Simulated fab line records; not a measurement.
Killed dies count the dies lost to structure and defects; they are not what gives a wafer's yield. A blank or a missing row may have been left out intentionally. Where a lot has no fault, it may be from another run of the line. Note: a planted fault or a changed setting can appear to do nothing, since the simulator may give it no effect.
fab line records ; flow nand_harc
record: lots: 13; wafers: 39; last_day: 24
route steps=1159 shown A_CHANNEL_HOLE_D1@464 A_CHANNEL_FILL_D1@493 END@1159
lots untouched by any fault: they come from a run of this same line in which no faults occurred
start_h: start of the lot's first displayed wafer, in hours after the record's first day ; wait_h: hours from the lot's prior step to this one ; " same as the row above ; L1.1+2: one row covering several wafers at once ; - no value, or no start given ; * or withheld: withheld ; < > ~ a bound
route shown NAME@n: NAME is a module with steps in the file, n the number in the route of the first one ; usual: average and standard deviation across the fault-free wafers ; same: alike in all rows ; chamber/n: place in a boat ; sites: each site's reading ; _std_site: the standard deviation of these ; _edge_site: inner sites' mean taken away from outer sites' mean ; radius_mm: for every site, how far away it sits from the centre of the wafer ; mask NAME#n: copy n ; behind: the tool/chamber that last shaped the wafer ; hold: what put the lot on hold/how long, in hours/how the hold closed ; device: the n, p or np transistor that did not switch ; end of line: the tests these same wafers got at the end of their route ; a step with no rows: only its recipe ; killed: at the first sort, the dies lost to defects and structure; wafer yield is something else ; map: a wafer's dies, x killed, . not, _ none there
set.NAME: setting as actually run; set.NAME@STEP: the setting as run at that earlier step ; model.NAME: the simulator's own value behind a step, which no gauge read
route steps across a sampled set of lots; one table per step, one row per wafer
services: a tool's chamber out of use, with start hour (start_h, from the record's first day; less than 0 if before it), hours out, and reason
== steps ==
step: NHARC_A_CHANNEL_HOLE_D1_INSPECT_12
usual: raw_defect_count: 5.6/2.8
lot.wafer;tool;chamber;start_h;wait_h;raw_defect_count
L325.1;defect_inspect-02;-;168.82;0.1;9
L325.4;defect_inspect-02;-;168.82;0.1;5
L325.5;defect_inspect-02;-;168.82;0.1;5
L327.3;defect_inspect-01;-;193.68;0.0;6
L327.4;defect_inspect-01;-;193.68;0.0;4
L327.5;defect_inspect-01;-;193.68;0.0;2
L326.2;defect_inspect-02;-;193.85;0.0;3
L326.4;defect_inspect-02;-;193.85;0.0;3
L326.6;defect_inspect-02;-;193.85;0.0;5
L328.4;defect_inspect-01;-;195.73;0.0;7
L328.5;defect_inspect-01;-;195.73;0.0;6
L328.6;defect_inspect-01;-;195.73;0.0;6
L329.1;defect_inspect-02;-;195.88;0.0;8
L329.2;defect_inspect-02;-;195.88;0.0;2
L329.6;defect_inspect-02;-;195.88;0.0;5
L335.1;defect_inspect-01;-;247.93;0.0;5
L335.2;defect_inspect-01;-;247.93;0.0;7
L335.4;defect_inspect-01;-;247.93;0.0;8
L337.2;defect_inspect-02;-;248.08;0.0;7
L337.4;defect_inspect-02;-;248.08;0.0;7
L337.5;defect_inspect-02;-;248.08;0.0;5
L338.4;defect_inspect-01;-;248.27;0.0;9
L338.5;defect_inspect-01;-;248.27;0.0;3
L338.6;defect_inspect-01;-;248.27;0.0;11
L340.1;defect_inspect-01;-;262.44;0.0;6
L340.5;defect_inspect-01;-;262.44;0.0;6
L340.6;defect_inspect-01;-;262.44;0.0;4
L343.1;defect_inspect-02;-;280.29;0.0;13
L343.3;defect_inspect-02;-;280.29;0.0;4
L343.4;defect_inspect-02;-;280.29;0.0;1
L344.2;defect_inspect-02;-;280.45;0.0;2
L344.4;defect_inspect-02;-;280.45;0.0;10
L344.6;defect_inspect-02;-;280.45;0.0;8
L345.1;defect_inspect-02;-;288.29;0.0;4
L345.2;defect_inspect-02;-;288.29;0.0;6
L345.5;defect_inspect-02;-;288.29;0.0;4
L348.1;defect_inspect-02;-;324.18;0.0;2
L348.2;defect_inspect-02;-;324.18;0.0;4
L348.3;defect_inspect-02;-;324.18;0.0;4
step: NHARC_A_CHANNEL_FILL_D1_ALD_03
recipe: target_thk_a: 60; pulse_time_s: 60; ald_cycles: 58; temp_c: 630; pressure_torr: 2; material: SiNx
usual: ald_cycles: 58/0; precursor_pulse_height_rel: 0.999/0.019
lot.wafer;tool;chamber;start_h;wait_h;ald_cycles;precursor_pulse_height_rel
L325.1;ald_sin_batch-02;0;179.40;-;58;1.038
L325.4;ald_sin_batch-02;0;179.40;-;58;0.992
L325.5;ald_sin_batch-02;0;179.40;-;58;0.992
L326.2;ald_sin_batch-02;0;204.29;-;58;1.007
L326.4;ald_sin_batch-02;0;204.29;-;58;0.990
L326.6;ald_sin_batch-02;0;204.29;-;58;1.002
L327.3;ald_sin_batch-02;0;204.29;-;58;0.991
L327.4;ald_sin_batch-02;0;204.29;-;58;0.985
L327.5;ald_sin_batch-02;0;204.29;-;58;0.977
L328.4;ald_sin_batch-01;0;208.43;-;58;0.977
L328.5;ald_sin_batch-01;0;208.43;-;58;1.026
L328.6;ald_sin_batch-01;0;208.43;-;58;1.005
L329.1;ald_sin_batch-01;0;208.43;-;58;0.999
L329.2;ald_sin_batch-01;0;208.43;-;58;1.022
L329.6;ald_sin_batch-01;0;208.43;-;58;1.007
L335.1;ald_sin_batch-01;0;258.85;-;56;0.997
L335.2;ald_sin_batch-01;0;258.85;-;56;1.014
L335.4;ald_sin_batch-01;0;258.85;-;56;1.032
L337.2;ald_sin_batch-01;0;258.85;-;56;0.976
L337.4;ald_sin_batch-01;0;258.85;-;56;1.036
L337.5;ald_sin_batch-01;0;258.85;-;56;0.988
L338.4;ald_sin_batch-01;0;263.02;-;56;1.001
L338.5;ald_sin_batch-01;0;263.02;-;56;0.990
L338.6;ald_sin_batch-01;0;263.02;-;56;0.991
L340.1;ald_sin_batch-03;0;272.05;-;58;0.996
L340.5;ald_sin_batch-03;0;272.05;-;58;1.006
L340.6;ald_sin_batch-03;0;272.05;-;58;0.993
L343.1;ald_sin_batch-02;0;291.03;-;58;1.005
L343.3;ald_sin_batch-02;0;291.03;-;58;0.990
L343.4;ald_sin_batch-02;0;291.03;-;58;0.981
L344.2;ald_sin_batch-02;0;291.03;-;58;1.025
L344.4;ald_sin_batch-02;0;291.03;-;58;0.975
L344.6;ald_sin_batch-02;0;291.03;-;58;0.974
L345.1;ald_sin_batch-03;0;299.05;-;58;0.960
L345.2;ald_sin_batch-03;0;299.05;-;58;0.990
L345.5;ald_sin_batch-03;0;299.05;-;58;0.991
L348.1;ald_sin_batch-01;0;334.78;-;58;1.002
L348.2;ald_sin_batch-01;0;334.78;-;58;1.000
L348.3;ald_sin_batch-01;0;334.78;-;58;1.028
step: NHARC_A_CHANNEL_FILL_D1_ETCHBACK_19
recipe: target_depth_a: 50; time_s: 1.7; hbr_flow_sccm: 150; cl2_flow_sccm: 50; rf_w: 400; icp_w: 400; bias_w: 100; chemistry: HBr/Cl2
usual: drypump_motor_current_A: 5.9/0.34; oes_product_au: 1.000/0.01; throttle_valve_pct: 26.405/0.009
lot.wafer;tool;chamber;start_h;wait_h;drypump_motor_current_A;oes_product_au;rf_hours_counter_h;throttle_valve_pct
L325.4;rie_si-03;1;206.62;0.4;6.1;1.005;0.5;26.394
L325.1;rie_si-03;2;206.62;0.4;6.1;0.990;0.4;26.422
L325.5;rie_si-03;2;206.62;0.4;6.2;1.000;-;26.398
L326.4;rie_si-02;0;226.09;0.4;5.6;1.011;0.0;26.394
L326.2;rie_si-02;1;226.09;0.4;5.5;1.003;0.0;26.393
L326.6;rie_si-02;1;226.09;0.4;5.5;1.005;-;26.407
L327.4;rie_si-03;2;226.10;0.4;6.2;1.004;0.5;26.406
L327.3;rie_si-03;0;226.10;0.4;6.0;1.008;0.6;26.424
L327.5;rie_si-03;2;226.10;0.4;6.2;1.000;-;26.410
L328.4;rie_si-04;1;226.13;0.4;5.5;0.998;0.9;26.397
L328.5;rie_si-04;2;226.13;0.4;5.7;1.019;-;26.410
L328.6;rie_si-04;3;226.13;0.4;5.7;1.006;-;26.405
L329.2;rie_si-03;3;226.17;0.4;6.5;0.982;0.5;26.415
L329.1;rie_si-03;1;226.17;0.4;6.1;1.001;0.6;26.402
L329.6;rie_si-03;0;226.17;0.4;6.0;0.996;-;26.401
L335.4;rie_si-02;0;279.58;0.4;5.6;1.014;0.6;26.397
L335.2;rie_si-02;1;279.58;0.4;5.6;0.990;0.6;26.408
L335.1;rie_si-02;3;279.58;0.4;6.5;1.008;0.5;26.399
L337.2;rie_si-03;0;279.59;0.4;6.0;0.993;1.0;26.404
L337.4;rie_si-03;2;279.59;0.4;6.2;0.989;1.0;26.400
L337.5;rie_si-03;1;279.59;0.4;6.0;1.009;-;26.403
L338.4;rie_si-02;2;283.55;0.4;6.1;1.011;0.6;26.403
L338.6;rie_si-02;1;283.55;0.4;5.6;0.998;-;26.416
L338.5;rie_si-02;2;283.55;0.4;6.1;1.013;-;26.389
L340.1;rie_si-02;0;292.71;0.4;5.6;1.005;0.7;26.388
L340.6;rie_si-02;1;292.71;0.4;5.6;0.999;-;26.403
L340.5;rie_si-02;2;292.71;0.4;6.1;1.003;-;26.400
L343.3;rie_si-02;0;311.63;0.4;5.6;1.003;0.9;26.403
L343.1;rie_si-02;1;311.63;0.4;5.5;0.996;1.0;26.403
L343.4;rie_si-02;2;311.63;0.4;6.1;1.006;0.9;26.398
L344.4;rie_si-04;2;311.65;0.4;5.8;0.997;0.2;26.383
L344.2;rie_si-04;3;311.65;0.4;5.7;1.004;0.2;26.417
L344.6;rie_si-04;0;311.65;0.4;5.4;0.997;-;26.406
L345.2;rie_si-03;3;319.62;0.4;6.5;0.994;1.4;26.402
L345.1;rie_si-03;1;319.62;0.4;6.1;0.997;1.5;26.412
L345.5;rie_si-03;0;319.62;0.4;6.0;1.007;-;26.412
L348.2;rie_si-04;2;353.52;0.4;5.8;0.999;0.5;26.402
L348.3;rie_si-04;3;353.52;0.4;5.7;1.002;0.5;26.406
L348.1;rie_si-04;0;353.52;0.4;5.5;1.000;0.6;26.405
step: NHARC_A_CHANNEL_FILL_D1_STRIP_28
recipe: time_s: 20; o2_flow_sccm: 500; ar_flow_sccm: 0; bias_w: 0; chemistry: O2
usual: drypump_motor_current_A: 5.6/0.39; oes_product_au: 1.000/0.0085; rf_vpp_V: 57.9/0.88; showerhead_plenum_p_Torr: 3.57/0.14; throttle_valve_pct: 17.036/0.0087
lot.wafer;tool;chamber;start_h;wait_h;drypump_motor_current_A;oes_product_au;rf_hours_counter_h;rf_vpp_V;showerhead_plenum_p_Torr;throttle_valve_pct
L325.4;rie_diel-03;1;206.85;0.1;5.2;1.009;6;56.7;3.37;17.023
L325.1;rie_diel-03;3;206.85;0.1;5.7;0.994;6;58.9;3.73;17.034
L325.5;rie_diel-03;0;206.85;0.1;5.6;1.017;-;60.2;3.58;17.054
L327.4;rie_diel-03;0;226.31;0.1;5.6;1.005;0;58.0;3.58;17.034
L327.3;rie_diel-03;2;226.31;0.1;5.6;1.002;0;58.0;3.72;17.035
L327.5;rie_diel-03;1;226.31;0.1;5.2;0.984;-;56.9;3.37;17.047
L326.2;rie_diel-04;0;226.35;0.1;6.4;1.003;2;57.0;3.53;17.045
L326.4;rie_diel-04;1;226.35;0.1;5.9;1.007;2;59.5;3.66;17.043
L326.6;rie_diel-04;0;226.35;0.1;6.4;0.994;-;57.1;3.53;17.038
L329.1;rie_diel-04;2;226.38;0.1;5.2;0.991;2;56.7;3.33;17.051
L329.2;rie_diel-04;3;226.38;0.1;5.2;0.994;2;57.6;3.54;17.045
L329.6;rie_diel-04;3;226.38;0.1;5.3;0.997;-;57.4;3.54;17.042
L328.6;rie_diel-12;0;226.42;0.2;5.3;1.000;-;57.6;3.50;17.013
L328.4;rie_diel-12;1;226.42;0.2;6.2;0.983;-;56.9;3.66;17.036
L328.5;rie_diel-12;2;226.42;0.2;6.3;0.997;-;59.0;3.76;17.045
L335.4;rie_diel-03;2;279.81;0.1;5.6;0.997;2;58.4;3.72;17.046
L335.2;rie_diel-03;3;279.81;0.1;5.8;0.987;2;58.5;3.73;17.042
L335.1;rie_diel-03;0;279.81;0.1;5.6;0.995;2;58.2;3.58;17.037
L337.4;rie_diel-04;2;279.81;0.1;5.2;0.986;4;56.2;3.33;17.033
L337.2;rie_diel-04;3;279.81;0.1;5.2;1.015;3;58.0;3.54;17.031
L337.5;rie_diel-04;2;279.81;0.1;5.1;0.993;-;56.6;3.33;17.037
L338.4;rie_diel-03;0;283.80;0.1;5.6;1.014;2;57.5;3.58;17.046
L338.5;rie_diel-03;2;283.80;0.1;5.7;1.007;-;58.0;3.72;17.034
L338.6;rie_diel-03;3;283.80;0.1;5.7;1.002;-;57.5;3.73;17.046
L340.1;rie_diel-03;2;292.89;0.1;5.7;1.014;2;58.5;3.72;17.042
L340.5;rie_diel-03;2;292.89;0.1;5.7;1.005;-;58.1;3.72;17.052
L340.6;rie_diel-03;3;292.89;0.1;5.7;0.998;-;56.9;3.73;17.040
L343.1;rie_diel-04;0;311.84;0.1;6.4;1.003;0;56.5;3.53;17.040
L343.3;rie_diel-04;1;311.84;0.1;5.8;1.013;0;58.0;3.66;17.036
L343.4;rie_diel-04;2;311.84;0.1;5.1;1.000;0;58.8;3.33;17.040
L344.2;rie_diel-03;0;311.84;0.1;5.6;1.004;3;58.8;3.58;17.038
L344.4;rie_diel-03;2;311.84;0.1;5.7;1.008;3;56.7;3.72;17.036
L344.6;rie_diel-03;3;311.84;0.1;5.8;1.004;-;58.3;3.73;17.042
L345.2;rie_diel-04;3;319.84;0.1;5.3;1.002;0;56.5;3.53;17.031
L345.1;rie_diel-04;2;319.84;0.1;5.2;0.999;0;57.2;3.33;17.027
L345.5;rie_diel-04;3;319.84;0.1;5.3;1.001;-;58.9;3.54;17.034
L348.2;rie_diel-12;0;353.73;0.1;5.4;1.011;29;58.4;3.49;17.030
L348.1;rie_diel-12;2;353.73;0.1;6.3;1.005;28;58.5;3.75;17.042
L348.3;rie_diel-12;3;353.73;0.1;5.3;0.993;29;59.2;3.69;17.042
step: NHARC_END_SORT_01
recipe: temp_c: 25
usual: killed_at_array: 29/9.4; killed_at_other: 0.7/1.3; killed_at_periphery: 2.9/2.1; killed_dies: 32/9; killed_open: 3.3/1.8; killed_short: 1.9/1.4
same: gross_dies: 677
lot.wafer;tool;chamber;start_h;wait_h;killed_at_array;killed_at_other;killed_at_periphery;killed_dies;killed_open;killed_short
L326.2;prober-01;0;480.20;2.8;24;1;4;29;0;1
L326.4;prober-01;0;481.80;3.4;24;0;4;28;4;3
L326.6;prober-01;0;483.41;4.0;26;0;4;30;5;0
L335.1;prober-01;0;503.24;2.5;35;0;9;44;4;3
L335.2;prober-01;0;504.04;2.8;29;1;9;39;0;3
L335.4;prober-01;0;505.64;3.4;22;0;7;29;3;0
L340.1;prober-01;0;537.23;2.5;20;6;4;30;6;3
L340.5;prober-01;0;540.42;3.7;19;7;3;29;4;2
L340.6;prober-01;0;541.22;4.0;15;4;1;20;3;1
L345.1;prober-02;0;571.31;2.5;28;0;1;29;5;2
L345.2;prober-02;0;572.11;2.8;31;0;5;36;6;1
L345.5;prober-02;0;574.51;3.7;36;0;3;39;6;1
killed by level:class
L326.2 A_SLIT:chamber_film_flake=15 A_CONTACT:chamber_film_flake=4 P_GATE:chamber_film_flake=3 A_CHANNEL_HOLE_D1:chamber_film_flake=2 A_STAIRCASE:chamber_film_flake=2 A_ONON_D1:geometric_particle:short=1 P_ZERO_WELL:chamber_film_flake=1 HYBRID_BOND:latent=1
L326.4 A_SLIT:chamber_film_flake=8 A_CHANNEL_HOLE_D1:chamber_film_flake=4 A_CONTACT:chamber_film_flake=4 A_STAIRCASE:chamber_film_flake=2 P_CONTACT:geometric_particle:open=1 P_M0:geometric_particle:short=1 P_M2:geometric_particle:open=1 A_CHANNEL_HOLE_D1:geometric_particle:short=1
L326.6 A_SLIT:chamber_film_flake=10 A_STAIRCASE:chamber_film_flake=4 A_CONTACT:chamber_film_flake=3 A_CHANNEL_HOLE_D1:chamber_film_flake=2 A_CHANNEL_FILL_D1:chamber_film_flake=2 A_SGD_CUT:chamber_film_flake=2 P_CONTACT:geometric_particle:open=1 P_M0:geometric_particle:open=1
L335.1 A_SGD_CUT:chamber_film_flake=10 A_SLIT:chamber_film_flake=9 A_CHANNEL_HOLE_D1:chamber_film_flake=7 P_GATE:chamber_film_flake=4 A_CONTACT:chamber_film_flake=4 P_ZERO_WELL:chamber_film_flake=3 P_GATE:geometric_particle:open=1 P_M0:geometric_particle:open=1
L335.2 A_SLIT:chamber_film_flake=14 A_SGD_CUT:chamber_film_flake=7 A_CHANNEL_HOLE_D1:chamber_film_flake=5 P_ZERO_WELL:chamber_film_flake=3 P_STI:chamber_film_flake=3 P_GATE:chamber_film_flake=2 P_M0:geometric_particle:short=1 A_CHANNEL_FILL_D1:geometric_particle:short=1
L335.4 A_SLIT:chamber_film_flake=9 P_ZERO_WELL:chamber_film_flake=4 A_CHANNEL_HOLE_D1:chamber_film_flake=4 A_SGD_CUT:chamber_film_flake=4 A_CONTACT:geometric_particle:open=2 P_GATE:chamber_film_flake=2 A_SGD_CUT:geometric_particle:open=1 P_BONDPAD:chamber_film_flake=1
L340.1 A_CHANNEL_HOLE_D1:chamber_film_flake=9 THIN_TSV:chamber_film_flake=6 A_SGD_CUT:geometric_particle:short=2 A_M1:geometric_particle:open=2 A_STAIRCASE:chamber_film_flake=2 P_GATE:geometric_particle:open=1 P_M1:geometric_particle:open=1 A_CHANNEL_HOLE_D1:geometric_particle:short=1
L340.5 THIN_TSV:chamber_film_flake=7 A_CHANNEL_HOLE_D1:chamber_film_flake=6 A_CONTACT:chamber_film_flake=3 A_STAIRCASE:chamber_film_flake=2 A_WL_FILL:chamber_film_flake=2 P_M0:geometric_particle:open=1 A_CHANNEL_HOLE_D1:geometric_particle:open=1 A_CHANNEL_FILL_D1:geometric_particle:short=1
L340.6 A_CONTACT:chamber_film_flake=5 THIN_TSV:chamber_film_flake=4 A_CHANNEL_HOLE_D1:chamber_film_flake=3 A_WL_FILL:chamber_film_flake=2 A_CHANNEL_FILL_D1:geometric_particle:open=1 A_SGD_CUT:geometric_particle:short=1 A_CONTACT:geometric_particle:open=1 A_M1:geometric_particle:open=1
L345.1 A_CHANNEL_HOLE_D1:chamber_film_flake=19 A_WL_FILL:geometric_particle:short=2 A_CONTACT:geometric_particle:open=2 P_STI:geometric_particle:open=1 A_SOURCE_PLATE:geometric_particle:open=1 A_M0:geometric_particle:open=1 A_ZERO_WELL:chamber_film_flake=1 A_STAIRCASE:chamber_film_flake=1
L345.2 A_CHANNEL_HOLE_D1:chamber_film_flake=22 A_CHANNEL_FILL_D1:geometric_particle:open=2 A_SLIT:chamber_film_flake=2 A_CONTACT:chamber_film_flake=2 P_GATE:geometric_particle:open=1 P_CONTACT:geometric_particle:open=1 P_M0:geometric_particle:open=1 A_WL_FILL:geometric_particle:short=1
L345.5 A_CHANNEL_HOLE_D1:chamber_film_flake=23 A_CONTACT:chamber_film_flake=3 A_ONON_D1:geometric_particle:open=2 A_CONTACT:geometric_particle:open=2 P_STI:chamber_film_flake=2 A_STAIRCASE:chamber_film_flake=2 A_WL_FILL:chamber_film_flake=2 P_M0:geometric_particle:open=1
== services ==
tool;chamber;start_h;hours;kind
rie_si-02;1;158.72;12.0;repair
rie_diel-03;3;161.90;2.7;repair
rie_diel-04;3;167.13;1.8;repair
rie_diel-04;3;182.45;3.8;repair
rie_si-03;-;188.42;0.1;repair
rie_diel-04;1;197.18;5.8;repair
rie_diel-12;-;202.40;9.0;pm
rie_si-02;-;211.00;9.0;pm
ald_sin_batch-03;-;211.21;2.1;repair
rie_diel-03;-;215.30;9.0;pm
rie_diel-12;3;225.81;4.9;repair
rie_diel-04;3;236.02;1.7;repair
rie_diel-04;1;239.57;16.0;repair
rie_diel-03;0;248.75;3.0;repair
rie_diel-12;2;255.50;3.3;repair
rie_si-04;1;256.06;1.4;repair
rie_si-04;-;276.00;9.0;pm
rie_diel-04;-;288.90;9.0;pm
ald_sin_batch-03;-;314.00;26.0;pm
rie_si-03;-;332.00;9.0;pm
rie_diel-04;1;335.91;3.8;repair
rie_diel-04;1;340.69;4.1;repair
rie_si-02;1;343.40;1.4;repair
rie_diel-03;-;345.47;0.4;repair
== key ==
first_sign: step: NHARC_A_CHANNEL_FILL_D1_ALD_03; reading: ald_cycles; direction: down; sigmas: 99+; usual: 58; struck: 56
effect none on later readings
met_at NHARC_A_CHANNEL_FILL_D1_ALD_03
struck_lots L335,L337,L338
tester_left_out L335,L337,L338
not_acting_at NHARC_A_CHANNEL_HOLE_D1_INSPECT_12,NHARC_A_CHANNEL_FILL_D1_ETCHBACK_19,NHARC_A_CHANNEL_FILL_D1_STRIP_28
onset_between 208.43 258.85
fault: kind: process_parameter_drift; tool: ald_sin_batch-01; chamber: -; onset_h: 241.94; steps: NHARC_A_CHANNEL_FILL_D1_ALD_03; channel: ald_cycles; offset: -2; shape: step; end_h: 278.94; acts_in: these_recipes_only; stated: 58
tester_left_out: of these lots the tester's yield and bins aren't shown, on N5 and GAA mostly nor the transistor test; their killed dies are dies lost to structure and defects alone, not to doping, threshold or leakage, so they don't give the yield
